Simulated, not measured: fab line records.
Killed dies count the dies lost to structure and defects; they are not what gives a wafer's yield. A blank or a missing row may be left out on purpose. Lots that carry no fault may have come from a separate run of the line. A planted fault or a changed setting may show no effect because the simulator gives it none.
fab line records -- flow n5_finfet
record: lots: 4, wafers: 12, last_day: 17
route steps=1938 shown BEOL_M4@1099 BEOL_M5@1112 BEOL_M9@1401 PASSIVATION@1936
lots with no fault: from the same line, run without faults
start_h: hours from the record's first day to the start of the lot's first wafer shown -- wait_h: how many hours have passed since the lot's step before this one -- " as in the row above -- L1.1+2: a single row standing in for several wafers -- - value missing, or start not given -- * or withheld: withheld -- < > ~ a bound
route shown NAME@n: a module of which the file shows steps, and the number in the route of the first -- usual: the fault-free wafers' mean and standard deviation -- same: alike in all rows -- chamber/n: place in a boat -- sites: the reading at each site -- _std_site: standard deviation across them -- _edge_site: mean of outer sites minus mean of inner sites -- radius_mm: for every site, how far away it sits from the centre of the wafer -- mask NAME#n: copy n -- behind: the most recent tool/chamber to have shaped the wafer -- hold: reason for holding the lot/hours on hold/outcome of the hold -- device: the n, p or np transistor that did not switch -- end of line: at the end of the route, the tests of the same wafers -- a step given without rows: its recipe and nothing more -- killed: count of dies lost to structure and defects at first sort (not the wafer's yield) -- map: dies across one wafer; x = killed, . = not, _ = none there
set.NAME: the setting as run; set.NAME@STEP: as run at that earlier step -- model.NAME: the simulator's own value behind a step, which no gauge read
lots at selected steps of the route; one table per step, one row per wafer
services: the hour from which a tool's chamber was out of use, counted from the record's first day as start_h (under 0 if before that day), plus the number of hours and why
== steps ==
step: N5_BEOL_M4_ANNEAL_95
recipe: temp_c: 400, time_s: 240, ambient: vacuum
step: N5_BEOL_M4_SPUTTER_96
recipe: material: Cu, target_thk_a: 45, temp_c: -20, chamber_pressure_pa: 0.07, power_w: withheld, time_s: 8.29
step: N5_BEOL_M4_ECD_50
recipe: material: Cu, target_thk_a: 3000
step: N5_BEOL_M4_ANNEAL_51
recipe: temp_c: 225, time_s: 90, ambient: N2
step: N5_BEOL_M4_CMP_52
recipe: stop_on: SiOC, t_overpolish_s: 6.8, down_force_psi: 1, platen_rpm: 50, clearing_platen_down_force_psi: 1.5, clearing_platen_rpm: 50, post_cmp_clean: cu_alkaline, target_thk_nm: 40, clearing_platen_pad_velocity_m_s: 0.99484, pad_velocity_m_s: 0.99484
step: N5_BEOL_M4_PRE_CLEAN_60
recipe: gas: NH3/H2, time_s: 15, temp_c: *, rf_power_w: 300
step: N5_BEOL_M4_CO_CAP_55
recipe: material: Co, target_thk_a: 20, temp_c: 200, precursor: CCTBA/H2, pressure_torr: 30, time_s: 102.1
step: N5_BEOL_M4_PRE_CLEAN_56
recipe: gas: NH3, time_s: 15, temp_c: withheld, rf_power_w: 300
step: N5_BEOL_M4_DEP_57
recipe: material: SiCN, target_thk_a: 80, temp_c: withheld, precursor: 3MS/NH3, pressure_torr: 3, rf_w: 202, time_s: 14
step: N5_BEOL_M4_RC_MEAS_101
usual: DIBL_N: 36.2/1.6, DIBL_P: 36.1/2, IOFF_N: 0.16/0.032, IOFF_P: 0.22/0.036, ION_N: 672/11, ION_P: 463/7.5, SS_N: 71.4/0.58, SS_P: 73.2/0.67, VT_N: 250/3.3, VT_P: -250/3.3
lot.wafer,tool,chamber,start_h,wait_h,DIBL_N[mV/V],DIBL_P[mV/V],IOFF_N[nA/um],IOFF_P[nA/um],ION_N[uA/um],ION_P[uA/um],SS_N[mV/dec],SS_P[mV/dec],VT_N[mV],VT_P[mV]
L942.1,prober-02,0,181.49,0.0,36.2,35.0,0.15,0.20,673,464,71.3,73.4,252,-251
L942.3,prober-02,0,181.49,0.0,36.9,36.1,0.16,0.22,677,462,71.9,73.9,249,-247
L942.4,prober-02,0,181.49,0.0,38.1,36.8,0.17,0.24,673,457,72.3,73.9,250,-248
L945.1,prober-02,0,217.67,0.0,36.8,37.5,0.16,0.21,684,466,71.2,72.8,250,-251
L945.4,prober-02,0,217.67,0.0,35.6,36.2,0.14,0.18,669,458,71.4,73.0,252,-254
L945.5,prober-02,0,217.67,0.0,35.2,34.5,0.13,0.17,664,460,71.5,71.7,255,-255
L953.2,prober-01,0,278.87,0.2,35.7,36.7,0.15,0.19,663,456,71.6,73.6,251,-251
L953.4,prober-01,0,278.87,0.2,35.7,36.7,0.16,0.18,675,458,72.0,73.6,247,-253
L953.6,prober-01,0,278.87,0.2,33.9,34.9,0.13,0.16,666,456,70.8,72.7,251,-254
L960.1,prober-02,0,294.82,0.0,34.8,34.8,0.14,0.20,667,461,70.8,72.5,252,-248
L960.5,prober-02,0,294.82,0.0,36.3,34.7,0.16,0.19,667,459,72.1,73.4,253,-250
L960.6,prober-02,0,294.82,0.0,35.2,34.6,0.13,0.19,668,463,71.0,73.1,254,-248
step: N5_BEOL_M5_ILD_DEP_00
recipe: material: SiCOH_lowk, target_thk_a: 1406.4, temp_c: 300, precursor: DEMS/porogen, pressure_torr: 5, rf_w: 500, time_s: 25.9
step: N5_BEOL_M5_CURE_79
recipe: temp_c: 385, time_s: 240, ambient: He/Ar, material: SiCOH_lowk
step: N5_BEOL_M5_PECVD_70
recipe: material: SiO2, target_thk_a: 160, temp_c: 400, precursor: TEOS/O2, pressure_torr: 5.5, rf_w: 450, teos_flow_sccm: 53.8, gas: O2, flow_sccm: 3000, time_s: 18
step: N5_BEOL_M5_HM_DEP_02
recipe: material: TiN, target_thk_a: 200, temp_c: 25, chamber_pressure_pa: 0.49996
step: N5_BEOL_M5_COAT_59
recipe: resist: SOC, temp_c: 250, time_s: 60, spin_rpm: 1500, resist_thk_nm: 60
step: N5_BEOL_M5_COAT_60
recipe: resist: SiARC, temp_c: 220, time_s: 60, spin_rpm: 1500, resist_thk_nm: 12
step: N5_BEOL_M5_COAT_71
recipe: resist: underlayer, temp_c: 205, time_s: 60, spin_rpm: 1500, resist_thk_nm: 5
step: N5_BEOL_M5_COAT_05
recipe: resist: CAR-EUV, spin_rpm: 1500, resist_thk_nm: 30
step: N5_BEOL_M5_EBR_07
recipe: solvent: PGMEA, ebr_width_mm: 1.5
step: N5_BEOL_M5_SOFTBAKE_06
recipe: temp_c: 110, time_s: 60, resist: CAR-EUV
step: N5_BEOL_M5_EXPOSE_08
recipe: mask_id: M5, na: 0.33, source_shape: annular, sigma_inner: 0.4, sigma_outer: 0.8, polarization: unpolarized, target_cd_nm: 28, dose_mj: 35.75
step: N5_BEOL_M5_PEB_09
recipe: peb_temp_c: 100, peb_time_s: 60, resist: CAR-EUV
step: N5_BEOL_M5_DEVELOP_10
recipe: develop_time_s: 30, developer: TMAH, resist: CAR-EUV, rinse_liquid: surfactant_rinse, dry: air_spin, dev_temp_c: 23
step: N5_BEOL_M5_DESCUM_16
recipe: chemistry: O2, time_s: 7, source_power_w: 50, bias_power_w: 20, pressure_mtorr: 20, rf_frequency_hz: 2.712e+07, temp_c: 40, resist: CAR-EUV, o2_flow_sccm: 225
step: N5_BEOL_M5_ETCH_72
recipe: chemistry: N2/H2, target: underlayer, target_depth_a: 65, mask_material: CAR-EUV, time_s: 5.2, ion_energy_ev: 200, pressure_mtorr: 30, source_w: 840, bias_w: 150, n2_flow_sccm: 200, h2_flow_sccm: 200, ends: cleared
step: N5_BEOL_M5_ETCH_61
recipe: chemistry: CF4, target: SiARC, target_depth_a: 156, mask_material: CAR-EUV, time_s: 26, ion_energy_ev: 80, pressure_mtorr: 40, source_w: 545, bias_w: 36, Ar_flow_sccm: 100, cf4_flow_sccm: 100, ends: cleared
step: N5_BEOL_M5_ETCH_62
recipe: chemistry: N2/H2, target: SOC, target_depth_a: 750, overetch_a: 150, mask_material: SiARC, temp_c: 40, time_s: 112.5, ion_energy_ev: 200, pressure_mtorr: 30, source_w: 840, bias_w: 150, n2_flow_sccm: 200, h2_flow_sccm: 200
step: N5_BEOL_M5_STRIP_63
recipe: chemistry: N2/H2, temp_c: 40, n2_flow_sccm: 200, h2_flow_sccm: 200, rf_frequency_hz: 6e+07
step: N5_BEOL_M5_STRIP_73
recipe: chemistry: N2/H2, temp_c: 40, n2_flow_sccm: 200, h2_flow_sccm: 200, rf_frequency_hz: 6e+07
step: N5_BEOL_M5_STRIP_64
recipe: chemistry: CF4, resist: SiARC, power_w: 300, bias_power_w: 75, pressure_mtorr: 50, cf4_flow_sccm: 150, rf_frequency_hz: 6e+07
step: N5_BEOL_M5_HM_OPEN_17
recipe: chemistry: Cl2/BCl3, target_depth_a: 200, overetch_a: 60, target: TiN, mask_material: SOC, ion_energy_ev: 150, pressure_mtorr: 10, icp_w: 1000, bias_w: 126, Cl2_flow_sccm: 53.25, bcl3_flow_sccm: 21.75, Ar_flow_sccm: 25
step: N5_BEOL_M5_STRIP_19
recipe: chemistry: O2, power_w: 400, temp_c: 40, pressure_mtorr: 30, rf_frequency_hz: 6e+07, bias_power_w: 0, overash_fraction: 0.2, o2_flow_sccm: 225
step: N5_BEOL_M5_COAT_65
recipe: resist: SOC, temp_c: 250, time_s: 60, spin_rpm: 1500, resist_thk_nm: 60
step: N5_BEOL_M5_COAT_66
recipe: resist: SiARC, temp_c: 220, time_s: 60, spin_rpm: 1500, resist_thk_nm: 12
step: N5_BEOL_M9_ILD_DEP_00
recipe: material: SiCOH_lowk, target_thk_a: 3085.1, temp_c: 300, precursor: DEMS/porogen, pressure_torr: 5, rf_w: 500, time_s: 58
usual: heater_power_w: 323/33, rf_fwd_power_W: 496.4/1.6, showerhead_plenum_p_Torr: 5.744/0.016, throttle_valve_pct: 13.8/0.99
lot.wafer,tool,chamber,start_h,wait_h,heater_power_w,rf_fwd_power_W,showerhead_plenum_p_Torr,throttle_valve_pct
L942.1,pecvd-01,0,221.30,0.0,388,497.6,5.752,14.7
L942.3,pecvd-01,1,221.30,0.0,323,495.0,5.728,13.0
L942.4,pecvd-01,0,221.30,0.0,300,500.2,5.745,14.7
L945.1,pecvd-02,2,258.55,0.0,300,497.3,5.750,14.2
L945.4,pecvd-02,0,258.55,0.0,333,496.5,5.714,15.0
L945.5,pecvd-02,2,258.55,0.0,313,499.7,5.749,14.3
L945.1,pecvd-02,2,258.81,0.2,304,495.1,5.732,14.1
L945.4,pecvd-02,0,258.81,0.2,339,495.4,5.733,15.3
L945.5,pecvd-02,2,258.81,0.2,311,497.7,5.751,14.4
L953.2,pecvd-02,2,319.99,0.0,278,496.1,5.747,14.3
L953.4,pecvd-02,1,319.99,0.0,354,497.2,5.757,14.0
L953.6,pecvd-02,0,319.99,0.0,326,492.9,5.723,15.0
L953.2,pecvd-02,2,320.24,0.2,284,493.7,5.766,14.4
L953.4,pecvd-02,1,320.24,0.2,343,500.1,5.752,13.9
L953.6,pecvd-02,0,320.24,0.2,314,494.6,5.726,14.9
L960.1,pecvd-03,1,328.63,0.0,268,498.7,5.775,14.9
L960.5,pecvd-03,1,328.63,0.0,267,498.2,5.754,14.9
L960.6,pecvd-03,0,328.63,0.0,333,497.3,5.746,13.6
step: N5_BEOL_M9_CURE_71
recipe: temp_c: 385, time_s: 240, ambient: He/Ar, material: SiCOH_lowk
usual: lamp_power_pct: 52.32/0.051, wafer_temp_C_max: 386.9/0.94
lot.wafer,tool,chamber,start_h,wait_h,lamp_power_pct,wafer_temp_C_max,model.SiCOH_lowk_of_BEOL_M9_ILD_DEP_00.thk_nm
L942.1,uv_cure-02,1,221.52,0.2,52.38,388.6,267.4
L942.3,uv_cure-02,1,221.52,0.2,52.23,389.0,270.8
L942.4,uv_cure-02,1,221.52,0.2,52.35,388.9,272.8
L945.1,uv_cure-01,1,258.89,0.0,52.34,386.0,536.8
L945.4,uv_cure-01,1,258.89,0.0,52.23,385.8,553
L945.5,uv_cure-01,1,258.89,0.0,52.34,386.1,543.4
L953.2,uv_cure-01,1,320.40,0.1,52.23,386.6,536
L953.4,uv_cure-01,1,320.40,0.1,52.34,385.9,548.8
L953.6,uv_cure-01,1,320.40,0.1,52.37,386.5,551.2
L960.1,uv_cure-02,1,328.71,0.1,52.25,388.0,269.8
L960.5,uv_cure-02,1,328.71,0.1,52.29,387.5,275.8
L960.6,uv_cure-02,1,328.71,0.1,52.35,388.7,274.2
step: N5_BEOL_M9_THK_MEAS_01
recipe: reads: SiCOH_lowk_of_BEOL_M9_ILD_DEP_00
usual: M9_ILD_THK: 269/3.7
lot.wafer,tool,chamber,start_h,wait_h,M9_ILD_THK[nm]
L942.1,film_metro-01,-,222.03,0.4,267
L942.3,film_metro-01,-,222.03,0.4,271
L942.4,film_metro-01,-,222.03,0.4,273
L945.1,film_metro-01,-,259.40,0.4,537
L945.4,film_metro-01,-,259.40,0.4,552
L945.5,film_metro-01,-,259.40,0.4,543
L953.2,film_metro-01,-,320.84,0.4,536
L953.4,film_metro-01,-,320.84,0.4,549
L953.6,film_metro-01,-,320.84,0.4,551
L960.1,film_metro-01,-,329.22,0.4,270
L960.5,film_metro-01,-,329.22,0.4,276
L960.6,film_metro-01,-,329.22,0.4,274
step: N5_BEOL_M9_CMP_52
recipe: stop_on: SiCOH_lowk, t_overpolish_s: 7, down_force_psi: 1, platen_rpm: 50, clearing_platen_down_force_psi: 1.5, clearing_platen_rpm: 50, post_cmp_clean: cu_alkaline, target_thk_nm: 140, clearing_platen_pad_velocity_m_s: 0.99484, pad_velocity_m_s: 0.99484
usual: barrier_field_endpoint_s: 28.8/0.64, clearing_platen_down_force_psi: 1.5002/0.0027, motor_current_A: 5.9/0.48, overpolish_run_s: 7.001/0.0083, time_to_endpoint_s: 65/3.3
lot.wafer,tool,chamber,start_h,wait_h,barrier_field_endpoint_s,clearing_platen_down_force_psi,motor_current_A,overpolish_run_s,time_to_endpoint_s,model.SiCOH_lowk_of_BEOL_M9_ILD_DEP_00.thk_nm
L942.1,cmp-03,0,232.23,0.3,29.1,1.5022,5.1,7.013,70,264.4
L942.4,cmp-03,1,232.23,0.3,28.7,1.4946,5.6,6.990,68,269.8
L942.3,cmp-03,2,232.23,0.3,28.3,1.4977,6.6,7.006,66,267.8
L945.4,cmp-02,0,269.42,0.1,30.6,1.5018,5.4,7.002,66,550
L945.1,cmp-02,1,269.42,0.1,28.8,1.4989,5.8,7.002,65,533.8
L945.5,cmp-02,1,269.42,0.1,29.6,1.5016,5.8,6.994,68,540.4
L953.4,cmp-02,2,327.88,0.3,28.9,1.4948,6.1,7.006,64,545.8
L953.2,cmp-02,0,327.88,0.3,29.2,1.4976,5.4,7.017,64,533
L953.6,cmp-02,2,327.88,0.3,30.2,1.4974,6.3,7.001,68,548.2
L960.1,cmp-03,1,338.19,0.4,29.1,1.5026,6.1,7.006,71,266.8
L960.6,cmp-03,2,338.19,0.4,28.8,1.5009,6.5,6.995,69,271.2
L960.5,cmp-03,3,338.19,0.4,29.7,1.4998,6.1,6.995,68,272.8
step: N5_PASSIVATION_PROBE_49
usual: defect_limited_yield: 91.4/1.3, killed_at_M0_to_M3: 34/10, killed_at_M4_up: 14/5.6, killed_at_contacts: 13/5.9, killed_at_front_end: 37/9.9, killed_at_other: 3.5/2.8, killed_dies: 101/15, killed_on_rim: 13/3.9, killed_open: 67/12, killed_short: 32/6.6, sort_bin_5_function: 5.0/0.81, sort_bin_6_memory: 3.2/0.66, sort_n_pass: 1079/15, sort_yield_pct: 91.4/1.3
same: gross_dies: 1180, killed_at_back_side: 0, sort_bin_4_leakage[%]: 0, sort_bin_8_speed[%]: 0
lot.wafer,tool,chamber,start_h,wait_h,defect_limited_yield[%],killed_at_M0_to_M3,killed_at_M4_up,killed_at_contacts,killed_at_front_end,killed_at_other,killed_dies,killed_on_rim,killed_open,killed_short,sort_bin_5_function[%],sort_bin_6_memory[%],sort_n_pass,sort_yield_pct[%]
L945.1,prober-02,-,323.79,0.0,0,34,1089,15,38,4,1180,152,76,32,96.4,3.2,0,0
L945.4,prober-02,-,323.94,0.2,0,31,1072,18,51,8,1180,152,82,38,95.9,3.7,0,0
L945.5,prober-02,-,323.99,0.2,0,30,1106,9,28,7,1180,152,51,36,96.4,3.2,0,0
L953.2,prober-02,-,396.61,0.1,0,27,1101,13,30,9,1180,152,64,29,97.5,2.4,0,0
L953.4,prober-02,-,396.71,0.2,0,38,1081,9,51,1,1180,152,78,33,96.2,3.5,0,0
L953.6,prober-02,-,396.81,0.3,0,43,1081,22,33,1,1180,152,82,26,96.0,3.7,0,0
killed by level:class
L945.1 BEOL_M9:area_etch=1070 STI_FIN_REVEAL:geometric_particle:open=13 MOL_CONTACT_COAG:geometric_particle:open=13 BEOL_M0_SAQP:geometric_particle:short=10 BEOL_M4:geometric_particle:open=9 BEOL_M2:geometric_particle:open=7 GATE_CUT:geometric_particle:short=5 GATE_CUT:geometric_particle:open=4
L945.4 BEOL_M9:area_etch=1056 MOL_CONTACT_COAG:geometric_particle:open=16 STI_FIN_REVEAL:geometric_particle:open=14 FIN_SAQP:geometric_particle:short=13 BEOL_M2:geometric_particle:open=12 FIN_SAQP:geometric_particle:open=5 BEOL_M1:geometric_particle:open=5 BEOL_M4:geometric_particle:open=5
L945.5 BEOL_M9:area_etch=1093 MOL_CONTACT_COAG:geometric_particle:open=9 FIN_SAQP:geometric_particle:short=6 BEOL_M0_SAQP:geometric_particle:open=6 FIN_SAQP:geometric_particle:open=5 BEOL_M2:geometric_particle:open=5 BEOL_M0_SAQP:geometric_particle:short=5 BEOL_M3:geometric_particle:open=5
L953.2 BEOL_M9:area_etch=1086 STI_FIN_REVEAL:geometric_particle:open=15 MOL_CONTACT_COAG:geometric_particle:open=12 BEOL_M3:geometric_particle:open=6 BEOL_M2:geometric_particle:open=5 PASS1_CAP:geometric_particle:short=5 BEOL_M0_SAQP:geometric_particle:open=4 DUMMY_GATE:geometric_particle:open=3
L953.4 BEOL_M9:area_etch=1068 STI_FIN_REVEAL:geometric_particle:open=17 BEOL_M0_SAQP:geometric_particle:open=9 BEOL_M2:geometric_particle:open=9 MOL_CONTACT_COAG:geometric_particle:open=7 BEOL_M1:geometric_particle:open=7 GATE_CUT:geometric_particle:short=5 BEOL_M0_SAQP:geometric_particle:short=5
L953.6 BEOL_M9:area_etch=1069 MOL_CONTACT_COAG:geometric_particle:open=16 BEOL_M1:geometric_particle:open=14 BEOL_M4:geometric_particle:open=8 BEOL_M0_SAQP:geometric_particle:open=8 STI_FIN_REVEAL:geometric_particle:open=6 MOL_CONTACT_COAG:geometric_particle:short=6 BEOL_M2:geometric_particle:open=6
map L945.1 (x killed, . not)
_________________xxxxxxxxxxxx________________
______________xxxxxxxxxxxxxxxxxx_____________
___________xxxxxxxxxxxxxxxxxxxxxxxx__________
__________xxxxxxxxxxxxxxxxxxxxxxxxxx_________
________xxxxxxxxxxxxxxxxxxxxxxxxxxxxxx_______
_______xxxxxxxxxxxxxxxxxxxxxxxxxxxxxxxx______
______xxxxxxxxxxxxxxxxxxxxxxxxxxxxxxxxxx_____
_____xxxxxxxxxxxxxxxxxxxxxxxxxxxxxxxxxxxx____
____xxxxxxxxxxxxxxxxxxxxxxxxxxxxxxxxxxxxxx___
___xxxxxxxxxxxxxxxxxxxxxxxxxxxxxxxxxxxxxxxx__
___xxxxxxxxxxxxxxxxxxxxxxxxxxxxxxxxxxxxxxxx__
__xxxxxxxxxxxxxxxxxxxxxxxxxxxxxxxxxxxxxxxxxx_
__xxxxxxxxxxxxxxxxxxxxxxxxxxxxxxxxxxxxxxxxxx_
_xxxxxxxxxxxxxxxxxxxxxxxxxxxxxxxxxxxxxxxxxxxx
_xxxxxxxxxxxxxxxxxxxxxxxxxxxxxxxxxxxxxxxxxxxx
_xxxxxxxxxxxxxxxxxxxxxxxxxxxxxxxxxxxxxxxxxxxx
_xxxxxxxxxxxxxxxxxxxxxxxxxxxxxxxxxxxxxxxxxxxx
_xxxxxxxxxxxxxxxxxxxxxxxxxxxxxxxxxxxxxxxxxxxx
_xxxxxxxxxxxxxxxxxxxxxxxxxxxxxxxxxxxxxxxxxxxx
_xxxxxxxxxxxxxxxxxxxxxxxxxxxxxxxxxxxxxxxxxxxx
_xxxxxxxxxxxxxxxxxxxxxxxxxxxxxxxxxxxxxxxxxxxx
__xxxxxxxxxxxxxxxxxxxxxxxxxxxxxxxxxxxxxxxxxx_
__xxxxxxxxxxxxxxxxxxxxxxxxxxxxxxxxxxxxxxxxxx_
___xxxxxxxxxxxxxxxxxxxxxxxxxxxxxxxxxxxxxxxx__
___xxxxxxxxxxxxxxxxxxxxxxxxxxxxxxxxxxxxxxxx__
____xxxxxxxxxxxxxxxxxxxxxxxxxxxxxxxxxxxxxx___
_____xxxxxxxxxxxxxxxxxxxxxxxxxxxxxxxxxxxx____
______xxxxxxxxxxxxxxxxxxxxxxxxxxxxxxxxxx_____
_______xxxxxxxxxxxxxxxxxxxxxxxxxxxxxxxx______
________xxxxxxxxxxxxxxxxxxxxxxxxxxxxxx_______
__________xxxxxxxxxxxxxxxxxxxxxxxxxx_________
___________xxxxxxxxxxxxxxxxxxxxxxxx__________
______________xxxxxxxxxxxxxxxxxx_____________
_________________xxxxxxxxxxxx________________
map L953.2 (x killed, . not)
_________________xxxxxxxxxxxx________________
______________xxxxxxxxxxxxxxxxxx_____________
___________xxxxxxxxxxxxxxxxxxxxxxxx__________
__________xxxxxxxxxxxxxxxxxxxxxxxxxx_________
________xxxxxxxxxxxxxxxxxxxxxxxxxxxxxx_______
_______xxxxxxxxxxxxxxxxxxxxxxxxxxxxxxxx______
______xxxxxxxxxxxxxxxxxxxxxxxxxxxxxxxxxx_____
_____xxxxxxxxxxxxxxxxxxxxxxxxxxxxxxxxxxxx____
____xxxxxxxxxxxxxxxxxxxxxxxxxxxxxxxxxxxxxx___
___xxxxxxxxxxxxxxxxxxxxxxxxxxxxxxxxxxxxxxxx__
___xxxxxxxxxxxxxxxxxxxxxxxxxxxxxxxxxxxxxxxx__
__xxxxxxxxxxxxxxxxxxxxxxxxxxxxxxxxxxxxxxxxxx_
__xxxxxxxxxxxxxxxxxxxxxxxxxxxxxxxxxxxxxxxxxx_
_xxxxxxxxxxxxxxxxxxxxxxxxxxxxxxxxxxxxxxxxxxxx
_xxxxxxxxxxxxxxxxxxxxxxxxxxxxxxxxxxxxxxxxxxxx
_xxxxxxxxxxxxxxxxxxxxxxxxxxxxxxxxxxxxxxxxxxxx
_xxxxxxxxxxxxxxxxxxxxxxxxxxxxxxxxxxxxxxxxxxxx
_xxxxxxxxxxxxxxxxxxxxxxxxxxxxxxxxxxxxxxxxxxxx
_xxxxxxxxxxxxxxxxxxxxxxxxxxxxxxxxxxxxxxxxxxxx
_xxxxxxxxxxxxxxxxxxxxxxxxxxxxxxxxxxxxxxxxxxxx
_xxxxxxxxxxxxxxxxxxxxxxxxxxxxxxxxxxxxxxxxxxxx
__xxxxxxxxxxxxxxxxxxxxxxxxxxxxxxxxxxxxxxxxxx_
__xxxxxxxxxxxxxxxxxxxxxxxxxxxxxxxxxxxxxxxxxx_
___xxxxxxxxxxxxxxxxxxxxxxxxxxxxxxxxxxxxxxxx__
___xxxxxxxxxxxxxxxxxxxxxxxxxxxxxxxxxxxxxxxx__
____xxxxxxxxxxxxxxxxxxxxxxxxxxxxxxxxxxxxxx___
_____xxxxxxxxxxxxxxxxxxxxxxxxxxxxxxxxxxxx____
______xxxxxxxxxxxxxxxxxxxxxxxxxxxxxxxxxx_____
_______xxxxxxxxxxxxxxxxxxxxxxxxxxxxxxxx______
________xxxxxxxxxxxxxxxxxxxxxxxxxxxxxx_______
__________xxxxxxxxxxxxxxxxxxxxxxxxxx_________
___________xxxxxxxxxxxxxxxxxxxxxxxx__________
______________xxxxxxxxxxxxxxxxxx_____________
_________________xxxxxxxxxxxx________________
== services ==
tool,chamber,start_h,hours,kind
pecvd-03,-,200.41,0.4,repair
pecvd-01,2,202.38,-,clean
pecvd-01,2,202.38,-,consumable_replace:showerhead
pecvd-01,2,202.38,29.0,scheduled_down
pecvd-01,2,202.38,29.0,vent_cycle
cmp-03,-,208.71,0.5,repair
pecvd-03,0,214.70,6.0,repair
pecvd-02,2,227.03,2.5,repair
cmp-02,-,231.37,0.9,repair
uv_cure-01,-,267.92,2.1,pm
pecvd-01,0,272.18,70.1,repair
uv_cure-01,-,307.00,3.4,pm
pecvd-03,-,309.27,0.5,repair
cmp-03,-,311.97,4.0,pm
cmp-03,-,315.97,-,consumable_replace:conditioner
cmp-03,-,315.97,-,consumable_replace:pad
pecvd-02,0,322.80,-,clean
pecvd-02,0,322.80,29.5,scheduled_down
pecvd-02,0,322.80,29.5,vent_cycle
cmp-03,-,324.02,4.8,pm
pecvd-02,-,326.81,1.8,repair
pecvd-03,1,335.09,5.5,scheduled_down
cmp-02,-,337.85,1.1,repair
== key ==
first_sign: step: N5_BEOL_M9_ILD_DEP_00, reading: visit, direction: added
effect: step: N5_BEOL_M9_THK_MEAS_01, reading: M9_ILD_THK, direction: up, sigmas: 74, usual: 269, struck: 545
effect: step: N5_PASSIVATION_PROBE_49, reading: killed_at_M4_up, direction: up, sigmas: 99+, usual: 14, struck: 1088
model_effect: step: N5_BEOL_M9_CURE_71, value: SiCOH_lowk_of_BEOL_M9_ILD_DEP_00.thk_nm, without: 267.4, struck: 544.9
model_effect: step: N5_BEOL_M9_CMP_52, value: SiCOH_lowk_of_BEOL_M9_ILD_DEP_00.thk_nm, without: 264.4, struck: 541.9
more_kills_born_at: N5_BEOL_M9_ETCH_41@rie_diel-05: 3223, N5_BEOL_M9_ETCH_41@rie_diel-03: 3219
met_at N5_BEOL_M9_ILD_DEP_00
struck_wafers L945.1,L945.4,L945.5,L953.2,L953.4,L953.6
later_rows_left_out L945.1,L945.4,L945.5,L953.2,L953.4,L953.6
fault: kind: repeated_step_whole, tool: pecvd-01,pecvd-02,pecvd-03, chamber: -, onset_h: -, steps: N5_BEOL_M9_ILD_DEP_00, times: 1, scope: struck_lots_only
later_rows_left_out: the simulator's readings of these wafers behind a module that went badly wrong aren't trusted and aren't shown, but for the sort
